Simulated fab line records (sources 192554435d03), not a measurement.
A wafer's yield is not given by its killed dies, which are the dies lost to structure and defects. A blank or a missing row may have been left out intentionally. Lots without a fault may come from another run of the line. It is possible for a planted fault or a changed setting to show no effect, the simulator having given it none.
Split-lot trial || flow n5-finfet || 21 wafers read across 7 lots, on a route 1938 steps long

## SPLIT DETAILS
At N5_BEOL_M8_PECVD_70 (deposits SiO2 from TEOS/O2, target thk 20 nm, time 22.7 s), the setting time-s was moved away from the recipe's 22.7 s on 6 of the 21 wafers read, by -9.8% to +10.7%. For the rest of the wafers, this setting stayed at what the recipe calls for.

## FROM THE SPLIT TO THE READING: what the file shows between them, 4 steps
- N5_BEOL_M8_ETCH_65: etches SiARC in CF4, target depth 15.6 nm, time 26 s (also split here: source-w)
- N5_BEOL_M8_TRENCH_ETCH_37: etches SiCOH lowk in C4F6/O2, target depth 93.478 nm, time 31.2 s (also split here: source-w)
- N5_BEOL_M8_ETCH_41: etches SiCN in CH3F/O2, target depth 31.9 nm, time 57.8 s
- N5_BEOL_M8_STRIP_80: strips in N2/H2, time 10 s

## THE READING
SiO2_of_BEOL_M8_PECVD_70.thk-nm (the simulator's own value, which no gauge read), in nm, at N5_BEOL_M8_HM_STRIP_39 (strips TiN in peroxide tin strip, target depth 25 nm, time 158 s). No usual value for it is given in the file. Average 19.7 nm, standard deviation 0.32 nm, over the 15 wafers here run with the recipe.

{"wafer": "L075.1", "tool, chamber at the split": "pecvd-01, 0", "time-s as run, s": 22.7, "against the recipe": "recipe", "SiO2_of_BEOL_M8_PECVD_70.thk-nm, nm": 19.6, "against lot-mates on the recipe": "-"}
{"wafer": "L075.2", "tool, chamber at the split": "pecvd-01, 2", "time-s as run, s": 21.66, "against the recipe": "-4.6%", "SiO2_of_BEOL_M8_PECVD_70.thk-nm, nm": 18.4, "against lot-mates on the recipe": -1.0}
{"wafer": "L075.3", "tool, chamber at the split": "pecvd-01, 1", "time-s as run, s": 22.7, "against the recipe": "recipe", "SiO2_of_BEOL_M8_PECVD_70.thk-nm, nm": 19.2, "against lot-mates on the recipe": "-"}
{"wafer": "L082.1", "tool, chamber at the split": "pecvd-02, 0", "time-s as run, s": 22.7, "against the recipe": "recipe", "SiO2_of_BEOL_M8_PECVD_70.thk-nm, nm": 19.4, "against lot-mates on the recipe": "-"}
{"wafer": "L082.2", "tool, chamber at the split": "pecvd-02, 2", "time-s as run, s": 20.8, "against the recipe": "-8.4%", "SiO2_of_BEOL_M8_PECVD_70.thk-nm, nm": 17.6, "against lot-mates on the recipe": -1.9}
{"wafer": "L082.5", "tool, chamber at the split": "pecvd-02, 2", "time-s as run, s": 22.7, "against the recipe": "recipe", "SiO2_of_BEOL_M8_PECVD_70.thk-nm, nm": 19.6, "against lot-mates on the recipe": "-"}
{"wafer": "L081.1", "tool, chamber at the split": "pecvd-01, 1", "time-s as run, s": 22.7, "against the recipe": "recipe", "SiO2_of_BEOL_M8_PECVD_70.thk-nm, nm": 19.4, "against lot-mates on the recipe": "-"}
{"wafer": "L081.2", "tool, chamber at the split": "pecvd-01, 2", "time-s as run, s": 22.7, "against the recipe": "recipe", "SiO2_of_BEOL_M8_PECVD_70.thk-nm, nm": 19.6, "against lot-mates on the recipe": "-"}
{"wafer": "L081.5", "tool, chamber at the split": "pecvd-01, 0", "time-s as run, s": 22.7, "against the recipe": "recipe", "SiO2_of_BEOL_M8_PECVD_70.thk-nm, nm": 20, "against lot-mates on the recipe": "-"}
{"wafer": "L084.3", "tool, chamber at the split": "pecvd-01, 1", "time-s as run, s": 22.7, "against the recipe": "recipe", "SiO2_of_BEOL_M8_PECVD_70.thk-nm, nm": 19.6, "against lot-mates on the recipe": "-"}
{"wafer": "L084.5", "tool, chamber at the split": "pecvd-01, 2", "time-s as run, s": 20.48, "against the recipe": "-9.8%", "SiO2_of_BEOL_M8_PECVD_70.thk-nm, nm": 18, "against lot-mates on the recipe": -1.6}
{"wafer": "L084.6", "tool, chamber at the split": "pecvd-01, 0", "time-s as run, s": 20.48, "against the recipe": "-9.8%", "SiO2_of_BEOL_M8_PECVD_70.thk-nm, nm": 18.4, "against lot-mates on the recipe": -1.2}
{"wafer": "L096.2", "tool, chamber at the split": "pecvd-04, 0", "time-s as run, s": 22.7, "against the recipe": "recipe", "SiO2_of_BEOL_M8_PECVD_70.thk-nm, nm": 19.8, "against lot-mates on the recipe": "-"}
{"wafer": "L096.3", "tool, chamber at the split": "pecvd-04, 2", "time-s as run, s": 22.7, "against the recipe": "recipe", "SiO2_of_BEOL_M8_PECVD_70.thk-nm, nm": 19.6, "against lot-mates on the recipe": "-"}
{"wafer": "L096.4", "tool, chamber at the split": "pecvd-04, 1", "time-s as run, s": 22.7, "against the recipe": "recipe", "SiO2_of_BEOL_M8_PECVD_70.thk-nm, nm": 19.6, "against lot-mates on the recipe": "-"}
{"wafer": "L094.3", "tool, chamber at the split": "pecvd-01, 1", "time-s as run, s": 25.12, "against the recipe": "+10.7%", "SiO2_of_BEOL_M8_PECVD_70.thk-nm, nm": 21.8, "against lot-mates on the recipe": "+1.5"}
{"wafer": "L094.4", "tool, chamber at the split": "pecvd-01, 1", "time-s as run, s": 22.7, "against the recipe": "recipe", "SiO2_of_BEOL_M8_PECVD_70.thk-nm, nm": 20.2, "against lot-mates on the recipe": "-"}
{"wafer": "L094.5", "tool, chamber at the split": "pecvd-01, 0", "time-s as run, s": 22.7, "against the recipe": "recipe", "SiO2_of_BEOL_M8_PECVD_70.thk-nm, nm": 20.4, "against lot-mates on the recipe": "-"}
{"wafer": "L097.3", "tool, chamber at the split": "pecvd-02, 2", "time-s as run, s": 22.7, "against the recipe": "recipe", "SiO2_of_BEOL_M8_PECVD_70.thk-nm, nm": 19.6, "against lot-mates on the recipe": "-"}
{"wafer": "L097.5", "tool, chamber at the split": "pecvd-02, 1", "time-s as run, s": 22.7, "against the recipe": "recipe", "SiO2_of_BEOL_M8_PECVD_70.thk-nm, nm": 20.2, "against lot-mates on the recipe": "-"}
{"wafer": "L097.6", "tool, chamber at the split": "pecvd-02, 0", "time-s as run, s": 20.71, "against the recipe": "-8.8%", "SiO2_of_BEOL_M8_PECVD_70.thk-nm, nm": 18.4, "against lot-mates on the recipe": -1.5}

FIT RESULTS
A straight line over all 21 wafers: SiO2_of_BEOL_M8_PECVD_70.thk-nm changes by +0.184 nm for each +1% of time-s; r = +0.92; the points scatter about the line by 0.36 nm.
The same after taking each lot's own level away (the mean of its wafers on the recipe; 21 wafers): +0.16 nm for each +1%; r = +0.96; scatter 0.24 nm.
That fit puts the effect of the largest move of time-s on the reading at 1.7 nm.
Measured against the standard deviation above, the lots' own levels, which go from 19.40 to 20.30 nm, span 2.8 times it.
Thus the slope moves with the lot-to-lot level: the two fits are different.
Check: with one of the wafers moved furthest among these (+10.7%) left out of the fit, the line predicts +1.78 nm for it against its lot-mates. Against them it came out at +1.5 nm.

## OTHER SPLITS APPLIED TO THESE WAFERS
Before the reading, these wafers also passed through other splits. Each is held against what the fit with the lots' levels taken away leaves over:
{"other split on the same wafers": "N5_BEOL_M5_ETCH_72 bias-w", "wafers away from the commonest value": 4, "r with SiO2_of_BEOL_M8_PECVD_70.thk-nm (lot level and that fit taken away)": "+0.23"}
{"other split on the same wafers": "N5_BEOL_M6_ILD_DEP_00 time-s", "wafers away from the commonest value": 6, "r with SiO2_of_BEOL_M8_PECVD_70.thk-nm (lot level and that fit taken away)": "+0.38"}
{"other split on the same wafers": "N5_BEOL_M6_COAT_05 spin-rpm", "wafers away from the commonest value": 7, "r with SiO2_of_BEOL_M8_PECVD_70.thk-nm (lot level and that fit taken away)": "+0.27"}
{"other split on the same wafers": "N5_BEOL_M7_COAT_05 spin-rpm", "wafers away from the commonest value": 7, "r with SiO2_of_BEOL_M8_PECVD_70.thk-nm (lot level and that fit taken away)": -0.10}
{"other split on the same wafers": "N5_BEOL_M7_ETCH_61 source-w", "wafers away from the commonest value": 6, "r with SiO2_of_BEOL_M8_PECVD_70.thk-nm (lot level and that fit taken away)": "+0.16"}
{"other split on the same wafers": "N5_BEOL_M8_ETCH_65 source-w", "wafers away from the commonest value": 4, "r with SiO2_of_BEOL_M8_PECVD_70.thk-nm (lot level and that fit taken away)": -0.03}
{"other split on the same wafers": "N5_BEOL_M8_TRENCH_ETCH_37 source-w", "wafers away from the commonest value": 9, "r with SiO2_of_BEOL_M8_PECVD_70.thk-nm (lot level and that fit taken away)": -0.32}

## THE WHOLE CHAIN: every reading that the file lists as answering this split, in the file's order
{"step": "N5_BEOL_M8_PECVD_70", "what it does": "deposits SiO2 from TEOS/O2, target thk 20 nm, time 22.7 s", "reading": "SiO2_of_BEOL_M8_PECVD_70.thk-nm (the simulator's own value, which no gauge read)", "change (the file's fit)": "+0.164 nm for each +1% of the setting", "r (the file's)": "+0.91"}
{"step": "N5_BEOL_M8_HM_STRIP_39", "what it does": "strips TiN in peroxide tin strip, target depth 25 nm, time 158 s", "reading": "SiO2_of_BEOL_M8_PECVD_70.thk-nm (the simulator's own value, which no gauge read)", "change (the file's fit)": "+0.168 nm for each +1% of the setting", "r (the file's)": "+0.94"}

## FILE'S OWN FIT
SiO2_of_BEOL_M8_PECVD_70.thk-nm changes by +0.168 nm for each +1% of time-s, r = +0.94.
